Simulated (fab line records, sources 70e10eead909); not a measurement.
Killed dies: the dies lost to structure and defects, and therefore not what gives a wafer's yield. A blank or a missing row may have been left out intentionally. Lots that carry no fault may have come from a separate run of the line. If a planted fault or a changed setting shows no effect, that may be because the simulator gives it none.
fab line records	flow nand-harc
record lots=13	wafers=39	last-day=34
route steps=1302 shown A_STAIRCASE@814 A_BONDPAD@1220 THIN_TSV@1273 END@1302
lots that met no fault: taken from a fault-free run of the same line
start-h: start of the lot's first displayed wafer, in hours after the record's first day	wait-h: time in hours since the lot's previous step	" the same as in the row above	L1.1+2: several wafers, shown together as one row	- no value, or no start given	* or withheld: withheld	< > ~ a bound
route shown NAME@n: NAME is a module with steps in the file, n the number in the route of the first one	usual: the fault-free wafers' mean and standard deviation	same: alike in all rows	chamber/n: place in a boat	sites: readings site by site	_std_site: the standard deviation of these	_edge_site: the outer-site mean with the inner-site mean subtracted	radius-mm: how far each site lies from the wafer's centre	mask NAME#n: copy n	behind: the most recent tool/chamber to have shaped the wafer	hold: what put the lot on hold/how long, in hours/how the hold closed	device: transistor that didn't switch, given as n, p or np	end of line: the tests these same wafers got at the end of their route	for a step that has no rows: nothing shown but its recipe	killed: the dies lost at the first sort to structure and to defects; this is not the yield of the wafer	map: shows each die of a wafer: x if killed, . if not, _ if none is there
set.NAME: the setting as run; set.NAME@STEP: as run at that earlier step	model.NAME: the simulator's own value behind a step, which no gauge read
steps of the route over a sample of lots; a table a step, a row a wafer
services: from which hour (start-h, from the record's first day; less than 0 if before it) a tool's chamber was out of use, for how many hours, and why
## steps
# step NHARC_A_STAIRCASE_STRIP_296
# recipe time-s=900	temp-c=130	chemistry=SPM
# usual bath-heat-duty-pct=14.7/1.6
lot.wafer	tool	chamber	start-h	wait-h	bath-heat-duty-pct
L230.6	wet-bench-03	4	386.16	-	15.3
L230.2	"	6	"	"	16.1
L230.3	"	7	"	"	16.3
L231.4	wet-bench-06	3	394.43	-	16.1
L231.1	"	4	"	"	16.1
L231.5	"	5	"	"	14.0
L233.3	wet-bench-03	7	407.61	-	16.0
L233.4	"	3	"	"	13.5
L233.6	"	4	"	"	14.6
L235.4	wet-bench-03	5	418.88	-	17.6
L235.1	"	1	"	"	18.0
L235.2	"	2	"	"	11.9
L239.2	wet-bench-04	5	471.64	-	12.2
L239.4	"	7	"	"	16.9
L239.3	"	1	"	"	14.6
L241.3	wet-bench-04	6	490.27	-	12.6
L241.2	"	7	"	"	17.1
L241.6	"	2	"	"	15.6
L246.1	wet-bench-06	3	545.01	-	14.4
L246.6	"	4	"	"	15.4
L246.5	"	5	"	"	12.6
L248.6	wet-bench-06	1	554.43	-	12.4
L248.1	"	2	"	"	15.0
L248.3	"	3	"	"	14.8
L247.3	wet-bench-06	1	555.52	-	11.6
L247.4	"	3	"	"	14.4
L247.6	"	4	"	"	15.2
L250.6	wet-bench-03	7	570.91	-	15.7
L250.5	"	1	"	"	15.9
L250.4	"	2	"	"	11.7
L249.5	wet-bench-04	0	576.36	-	12.5
L249.6	"	2	"	"	15.8
L249.3	"	3	"	"	14.4
L252.3	wet-bench-04	5	591.16	-	12.5
L252.1	"	6	"	"	13.3
L252.2	"	0	"	"	12.9
L251.5	wet-bench-04	7	605.60	-	16.1
L251.2	"	0	"	"	11.8
L251.1	"	2	"	"	15.4
# step NHARC_A_BONDPAD_ETCH_12
# recipe target-depth-a=2200	time-s=110	chf3-flow-sccm=50	o2-flow-sccm=10	ar-flow-sccm=200	rf-w=500	bias-w=200	chemistry=CHF3/O2
# usual drypump-motor-current-A=5.6/0.49	oes-product-au=0.943/0.019	rf-vpp-V=370.3/1.7	showerhead-plenum-p-Torr=2.39/0.068	throttle-valve-pct=20.572/0.0079
lot.wafer	tool	chamber	start-h	wait-h	drypump-motor-current-A	oes-product-au	rf-hours-counter-h	rf-vpp-V	showerhead-plenum-p-Torr	throttle-valve-pct
L230.3	rie-diel-03	3	-	-	5.0	0.978	3	373.4	2.45	20.565
L230.2	"	2	"	"	5.0	0.964	2	368.0	2.31	20.571
L230.6	"	0	"	"	6.0	0.981	-	371.6	2.36	20.571
L231.1	rie-diel-01	0	-	-	6.5	0.922	34	369.8	2.39	20.574
L231.4	"	1	"	"	5.3	0.932	34	370.7	2.44	20.564
L231.5	"	0	"	"	6.5	0.922	-	369.9	2.39	20.573
L235.4	rie-diel-03	1	-	-	5.7	0.958	3	371.8	2.44	20.572
L235.1	"	2	"	"	5.0	0.964	3	368.3	2.31	20.564
L235.2	"	3	"	"	5.0	0.949	3	371.9	2.45	20.584
L233.4	rie-diel-03	1	-	-	5.7	0.953	3	371.1	2.44	20.581
L233.3	"	2	"	"	5.0	0.970	3	367.5	2.31	20.562
L233.6	"	2	"	"	5.0	0.962	-	368.9	2.31	20.583
L239.2	rie-diel-07	3	-	-	6.1	0.925	51	368.3	2.29	20.583
L239.3	"	0	"	"	6.5	0.934	42	372.5	2.51	20.570
L239.4	"	1	"	"	5.7	0.917	42	368.8	2.33	20.582
L241.2	rie-diel-07	0	-	-	6.5	0.929	46	371.4	2.51	20.572
L241.3	"	2	"	"	5.9	0.908	46	368.1	2.35	20.570
L241.6	"	1	"	"	5.7	0.929	-	369.4	2.33	20.574
L246.1	rie-diel-01	0	-	-	6.5	0.934	21	370.2	2.38	20.588
L246.5	"	0	"	"	6.5	0.939	-	370.0	2.38	20.562
L246.6	"	1	"	"	5.3	0.930	-	371.2	2.43	20.575
L247.4	rie-diel-03	3	-	-	5.0	0.953	2	370.0	2.45	20.575
L247.3	"	0	"	"	6.0	0.951	2	369.4	2.36	20.568
L247.6	"	2	"	"	5.0	0.951	-	368.8	2.31	20.561
L248.1	rie-diel-03	1	-	-	5.7	0.957	2	371.1	2.44	20.574
L248.3	"	3	"	"	5.0	0.966	2	372.4	2.45	20.573
L248.6	"	1	"	"	5.7	0.966	-	370.7	2.44	20.591
L250.4	rie-diel-01	3	-	-	5.5	0.934	25	367.3	2.27	20.561
L250.5	"	0	"	"	6.5	0.943	-	369.8	2.38	20.561
L250.6	"	1	"	"	5.3	0.929	-	372.7	2.43	20.573
L249.3	rie-diel-01	3	-	-	5.5	0.936	25	369.4	2.27	20.586
L249.5	"	2	"	"	5.8	0.950	-	372.8	2.48	20.571
L249.6	"	3	"	"	5.5	0.938	-	368.4	2.27	20.562
L252.3	rie-diel-03	1	-	-	5.7	0.964	3	371.1	2.44	20.569
L252.1	"	2	"	"	5.0	0.960	4	368.8	2.31	20.568
L252.2	"	0	"	"	6.0	0.957	3	369.7	2.36	20.583
L251.1	rie-diel-01	1	-	-	5.3	0.921	5	371.9	2.43	20.570
L251.2	"	2	"	"	5.8	0.933	5	371.7	2.48	20.572
L251.5	"	3	"	"	5.5	0.926	-	367.7	2.27	20.565
# step NHARC_A_BONDPAD_ANNEAL_28
# recipe temp-c=225	time-s=90
# usual wafer_temp_C_max=226.4/0.32
lot.wafer	tool	chamber	start-h	wait-h	wafer_temp_C_max
L230.2	rtp-anneal-02	0	537.91	0.4	226.5
L230.3	"	0	"	"	226.6
L230.6	"	0	"	"	227.2
L231.1	rtp-anneal-01	0	549.08	-	225.9
L231.4	"	0	"	"	226.3
L231.5	"	0	"	"	226.3
L235.1	rtp-anneal-02	0	555.35	-	226.2
L235.2	"	0	"	"	226.4
L235.4	"	0	"	"	226.2
L233.3	rtp-anneal-01	0	558.13	0.3	226.3
L233.4	"	0	"	"	226.0
L233.6	"	0	"	"	226.1
L239.2	rtp-anneal-02	0	624.44	-	227.0
L239.3	"	0	"	"	226.2
L239.4	"	0	"	"	226.5
L241.2	rtp-anneal-02	0	638.63	-	226.6
L241.3	"	0	"	"	226.3
L241.6	"	0	"	"	226.7
L246.1	rtp-anneal-01	0	693.78	-	226.3
L246.5	"	0	"	"	226.3
L246.6	"	0	"	"	226.1
L247.3	rtp-anneal-02	0	706.75	-	226.3
L247.4	"	0	"	"	226.7
L247.6	"	0	"	"	226.1
L248.1	rtp-anneal-02	0	715.77	-	226.4
L248.3	"	0	"	"	225.9
L248.6	"	0	"	"	226.4
L250.4	rtp-anneal-02	0	722.17	-	226.3
L250.5	"	0	"	"	227.3
L250.6	"	0	"	"	226.1
L249.3	rtp-anneal-01	0	723.93	0.3	226.4
L249.5	"	0	"	"	226.5
L249.6	"	0	"	"	226.8
L252.1	rtp-anneal-01	0	747.48	0.9	225.8
L252.2	"	0	"	"	226.2
L252.3	"	0	"	"	226.2
L251.1	rtp-anneal-02	0	774.22	-	226.6
L251.2	"	0	"	"	226.2
L251.5	"	0	"	"	226.7
# step NHARC_THIN_TSV_PVD_51
# recipe target-thk-a=1000	chamber-pressure-pa=5	material=Cu
# usual throttle-valve-pct=30.1/1.3
lot.wafer	tool	chamber	start-h	wait-h	throttle-valve-pct
L230.3	pvd-sputter-01	-	-	-	30.3
L230.2	"	-	"	"	29.8
L230.6	"	-	"	"	28.4
L231.4	pvd-sputter-02	-	-	-	28.3
L231.1	"	-	"	"	30.7
L231.5	"	-	"	"	28.3
L235.1	pvd-sputter-02	-	-	-	30.6
L235.2	"	-	"	"	28.5
L235.4	"	-	"	"	29.9
L233.4	pvd-sputter-02	-	-	-	28.2
L233.3	"	-	"	"	31.9
L233.6	"	-	"	"	28.1
L239.3	pvd-sputter-03	-	-	-	29.7
L239.2	"	-	"	"	31.7
L239.4	"	-	"	"	32.0
L241.3	pvd-sputter-01	-	-	-	28.5
L241.2	"	-	"	"	29.8
L241.6	"	-	"	"	28.4
L246.1	pvd-sputter-01	-	-	-	30.1
L246.5	"	-	"	"	30.3
L246.6	"	-	"	"	29.6
L247.4	pvd-sputter-03	-	-	-	32.2
L247.3	"	-	"	"	27.7
L247.6	"	-	"	"	32.1
L248.3	pvd-sputter-03	-	-	-	31.8
L248.1	"	-	"	"	27.6
L248.6	"	-	"	"	31.8
L250.4	pvd-sputter-03	-	-	-	31.9
L250.6	"	-	"	"	31.9
L250.5	"	-	"	"	30.5
L249.3	pvd-sputter-02	-	-	-	28.8
L249.5	"	-	"	"	30.1
L249.6	"	-	"	"	31.3
L252.3	pvd-sputter-02	-	-	-	31.5
L252.1	"	-	"	"	32.3
L252.2	"	-	"	"	29.8
L251.2	pvd-sputter-02	-	-	-	31.5
L251.1	"	-	"	"	29.0
L251.5	"	-	"	"	32.0
# step NHARC_END_SORT_01
# recipe temp-c=25
# usual killed-at-array=44/16	killed-at-other=0.6/1.1	killed-at-periphery=3.9/2.6	killed-dies=48/16	killed-open=3.1/1.9	killed-short=2.4/1.8
# same gross-dies=677
lot.wafer	tool	chamber	start-h	wait-h	killed-at-array	killed-at-other	killed-at-periphery	killed-dies	killed-open	killed-short
L239.2	prober-02	0	654.05	2.8	58	0	6	64	5	3
L239.3	prober-02	0	654.86	3.1	54	0	4	58	2	3
L239.4	prober-02	0	655.66	3.4	106	0	4	110	3	1
L241.2	prober-02	0	668.67	2.8	102	0	2	104	0	2
L241.3	prober-02	0	669.47	3.1	45	0	3	48	4	0
L241.6	prober-02	0	671.87	4.0	41	2	3	46	5	0
# killed by level:class
L239.2 A_CHANNEL_HOLE_D1:chamber-film-flake=36 A_CHANNEL_HOLE_D2:chamber-film-flake=11 A_CONTACT:chamber-film-flake=4 A_ONON_D1:geometric-particle:short=3 P_M0:geometric-particle:open=2 P_M1:chamber-film-flake=2 A_CHANNEL_FILL_D2:geometric-particle:open=1 A_WL_FILL:geometric-particle:open=1
L239.3 A_CHANNEL_HOLE_D1:chamber-film-flake=36 A_CHANNEL_HOLE_D2:chamber-film-flake=6 A_CONTACT:chamber-film-flake=3 P_GATE:chamber-film-flake=2 A_STAIRCASE:chamber-film-flake=2 A_ONON_D1:geometric-particle:short=1 A_CHANNEL_FILL_D1:geometric-particle:short=1 A_CHANNEL_HOLE_D2:geometric-particle:short=1
L239.4 A_STAIRCASE:unspecified=73 A_CHANNEL_HOLE_D1:chamber-film-flake=21 A_CHANNEL_HOLE_D2:chamber-film-flake=8 A_CHANNEL_FILL_D2:geometric-particle:open=2 A_STAIRCASE:chamber-film-flake=2 P_CONTACT:geometric-particle:short=1 P_M0:geometric-particle:open=1 P_GATE:chamber-film-flake=1
L241.2 A_STAIRCASE:unspecified=73 A_CHANNEL_HOLE_D2:chamber-film-flake=11 A_SLIT:chamber-film-flake=8 A_STAIRCASE:chamber-film-flake=5 P_ZERO_WELL:chamber-film-flake=2 A_SOURCE_PLATE:geometric-particle:short=1 A_M1:geometric-particle:short=1 A_DECK1_JOINT:chamber-film-flake=1
L241.3 A_SLIT:chamber-film-flake=16 A_CHANNEL_HOLE_D2:chamber-film-flake=8 A_CHANNEL_HOLE_D1:chamber-film-flake=7 A_STAIRCASE:chamber-film-flake=6 P_ZERO_WELL:chamber-film-flake=2 A_CONTACT:chamber-film-flake=2 P_CONTACT:geometric-particle:open=1 A_ONON_D2:geometric-particle:open=1
L241.6 A_SLIT:chamber-film-flake=15 A_CHANNEL_HOLE_D2:chamber-film-flake=6 A_CONTACT:chamber-film-flake=6 A_STAIRCASE:chamber-film-flake=5 A_CHANNEL_HOLE_D1:chamber-film-flake=3 P_ZERO_WELL:chamber-film-flake=2 THIN_TSV:chamber-film-flake=2 P_M0:geometric-particle:open=1
## services
tool	chamber	start-h	hours	kind
rtp-anneal-01	-	372.00	12.0	pm
rie-diel-01	-	381.11	9.0	pm
rie-diel-03	2	384.41	11.2	repair
wet-bench-04	-	403.31	8.0	pm
rie-diel-01	0	412.10	2.8	repair
pvd-sputter-02	-	433.05	3.0	repair
wet-bench-04	-	434.65	11.0	repair
rie-diel-03	1	454.16	3.1	repair
rie-diel-03	-	458.31	9.0	pm
rie-diel-01	3	459.02	14.2	repair
pvd-sputter-02	-	460.06	10.0	pm
rie-diel-01	2	465.57	5.0	repair
rie-diel-03	2	479.08	3.6	repair
rie-diel-03	-	483.24	1.3	repair
pvd-sputter-02	-	544.66	4.3	repair
rie-diel-01	-	558.11	9.0	pm
wet-bench-04	-	569.20	1.8	repair
wet-bench-04	-	579.31	8.0	pm
rie-diel-01	3	601.55	3.7	repair
rie-diel-01	1	604.61	18.3	repair
rie-diel-03	-	635.31	9.0	pm
pvd-sputter-02	-	638.06	10.0	pm
pvd-sputter-02	-	713.26	3.9	repair
rtp-anneal-02	-	744.00	12.0	pm
## key
first-sign step=NHARC_END_SORT_01	reading=killed-at-array	direction=up	sigmas=3.8	usual=44	struck=104
effect step=NHARC_END_SORT_01	reading=killed-dies	direction=up	sigmas=3.6	usual=48	struck=107
more-kills-born-at NHARC_A_STAIRCASE_STRIP_296@wet-bench-04=146
met-at NHARC_A_STAIRCASE_STRIP_296
struck-lots L239,L241
struck-wafers L239.4,L241.2
tester-left-out L239,L241
not-acting-at NHARC_A_BONDPAD_ETCH_12,NHARC_A_BONDPAD_ANNEAL_28,NHARC_THIN_TSV_PVD_51
fault kind=chamber-particle-source	tool=wet-bench-04	chamber=7	onset-h=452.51	steps=NHARC_A_STAIRCASE_STRIP_296	rate-per-visit-cm2=1.208	end-h=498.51
# tester-left-out: of these lots the tester's yield and bins aren't shown, on N5 and GAA mostly nor the transistor test; their killed dies are dies lost to structure and defects alone, not to doping, threshold or leakage, so they don't give the yield
